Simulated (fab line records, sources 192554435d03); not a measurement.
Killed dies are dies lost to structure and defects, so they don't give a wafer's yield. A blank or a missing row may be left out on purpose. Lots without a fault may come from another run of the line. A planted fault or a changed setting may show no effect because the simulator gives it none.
Split-lot experiment | flow n5_finfet | 7 lots, 21 wafers read, on a route of 1938 steps

THE SPLIT
At N5_BEOL_M10_COAT_60 (time 60 s, resist thk 30 nm), the setting spin_rpm was moved away from the recipe's 1500 rpm on 5 of the 21 wafers read, by -6.9% to +9.9%. The other wafers ran this setting at the recipe's value.

FROM THE SPLIT TO THE READING: what the file shows between them, 3 steps
- N5_BEOL_M10_COAT_05: resist thk 90 nm
- N5_BEOL_M10_EBR_07
- N5_BEOL_M10_DESCUM_16: chemistry O2, time 7.9 s

THE READING
CAR-ArF_of_BEOL_M10_COAT_05.thk_nm (the simulator's own value, which no gauge read), in nm, at N5_BEOL_M10_ETCH_61 (etches SiARC in CF4, target depth 39 nm, time 65 s). The file gives no usual value for it. The 16 wafers here that ran the recipe average 55.6 nm, standard deviation 0.31 nm.

wafer  | tool, chamber at the split | spin_rpm as run, rpm | against the recipe | CAR-ArF_of_BEOL_M10_COAT_05.thk_nm, nm | against lot-mates on the recipe
L074.2 | litho_track-05, 0          | 1500                 | recipe             | 55.6                                   | -
L074.3 | litho_track-05, 0          | 1500                 | recipe             | 55.4                                   | -
L074.6 | litho_track-05, 0          | 1649                 | +9.9%              | 56.6                                   | +1.1
L078.4 | litho_track-04, 0          | 1500                 | recipe             | 56                                     | -
L078.5 | litho_track-04, 0          | 1500                 | recipe             | 56                                     | -
L078.6 | litho_track-04, 0          | 1500                 | recipe             | 56.2                                   | -
L080.1 | litho_track-03, 0          | 1500                 | recipe             | 55.6                                   | -
L080.5 | litho_track-03, 0          | 1500                 | recipe             | 55.4                                   | -
L080.6 | litho_track-03, 0          | 1500                 | recipe             | 55.4                                   | -
L081.3 | litho_track-03, 0          | 1500                 | recipe             | 55.2                                   | -
L081.4 | litho_track-03, 0          | 1600                 | +6.7%              | 56.4                                   | +1.1
L081.5 | litho_track-03, 0          | 1500                 | recipe             | 55.4                                   | -
L089.2 | litho_track-04, 0          | 1500                 | recipe             | 55.6                                   | -
L089.4 | litho_track-04, 0          | 1500                 | recipe             | 55.2                                   | -
L089.5 | litho_track-04, 0          | 1500                 | recipe             | 55.6                                   | -
L092.1 | litho_track-03, 0          | 1397                 | -6.9%              | 54.8                                   | -1.2
L092.3 | litho_track-03, 0          | 1397                 | -6.9%              | 54.8                                   | -1.2
L092.5 | litho_track-03, 0          | 1500                 | recipe             | 56                                     | -
L095.1 | litho_track-03, 0          | 1500                 | recipe             | 55.4                                   | -
L095.2 | litho_track-03, 0          | 1500                 | recipe             | 55.2                                   | -
L095.3 | litho_track-03, 0          | 1425                 | -5.0%              | 54.6                                   | -0.7

THE FIT
A straight line over all 21 wafers: CAR-ArF_of_BEOL_M10_COAT_05.thk_nm changes by +0.119 nm for each +1% of spin_rpm; r = +0.83; the points scatter about the line by 0.3 nm.
The same after taking each lot's own level away (the mean of its wafers on the recipe; 21 wafers): +0.145 nm for each +1%; r = +0.96; scatter 0.15 nm.
On that fit, the largest move of spin_rpm shifts the reading by 1.4 nm.
The lots' own levels span 55.30 to 56.07 nm, that is 2.5 times the standard deviation above.
So the lot-to-lot level changes the slope: the two fits differ.
Check: with one of the wafers moved furthest among these (+9.9%) left out of the fit, the line predicts +1.66 nm for it against its lot-mates. It came out at +1.1 nm against them.

OTHER SPLITS ON THESE WAFERS
These wafers also went through other splits before the reading. Each is held against what the fit with the lots' levels taken away leaves over:
other split on the same wafers | wafers away from the commonest value | r with CAR-ArF_of_BEOL_M10_COAT_05.thk_nm (lot level and that fit taken away)
N5_BEOL_M9_COAT_60 spin_rpm    | 3                                    | +0.10

THE WHOLE CHAIN: every reading that the file lists as answering this split, in the file's order
step                | what it does                                       | reading                                                                             | change (the file's fit)               | r (the file's)
N5_BEOL_M10_COAT_60 | time 60 s, resist thk 30 nm                        | SiARC_of_BEOL_M10_COAT_60.thk_nm (the simulator's own value, which no gauge read)   | -0.149 nm for each +1% of the setting | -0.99
N5_BEOL_M10_ETCH_61 | etches SiARC in CF4, target depth 39 nm, time 65 s | etch_rf_on_time_s                                                                   | withheld for each +1% of the setting  | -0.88
N5_BEOL_M10_ETCH_61 | etches SiARC in CF4, target depth 39 nm, time 65 s | etch.depth_nm (the simulator's own value, which no gauge read)                      | -0.147 nm for each +1% of the setting | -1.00
N5_BEOL_M10_ETCH_61 | etches SiARC in CF4, target depth 39 nm, time 65 s | CAR-ArF_of_BEOL_M10_COAT_05.thk_nm (the simulator's own value, which no gauge read) | +0.139 nm for each +1% of the setting | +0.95

THE FILE'S OWN FIT
CAR-ArF_of_BEOL_M10_COAT_05.thk_nm changes by +0.139 nm for each +1% of spin_rpm, r = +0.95.
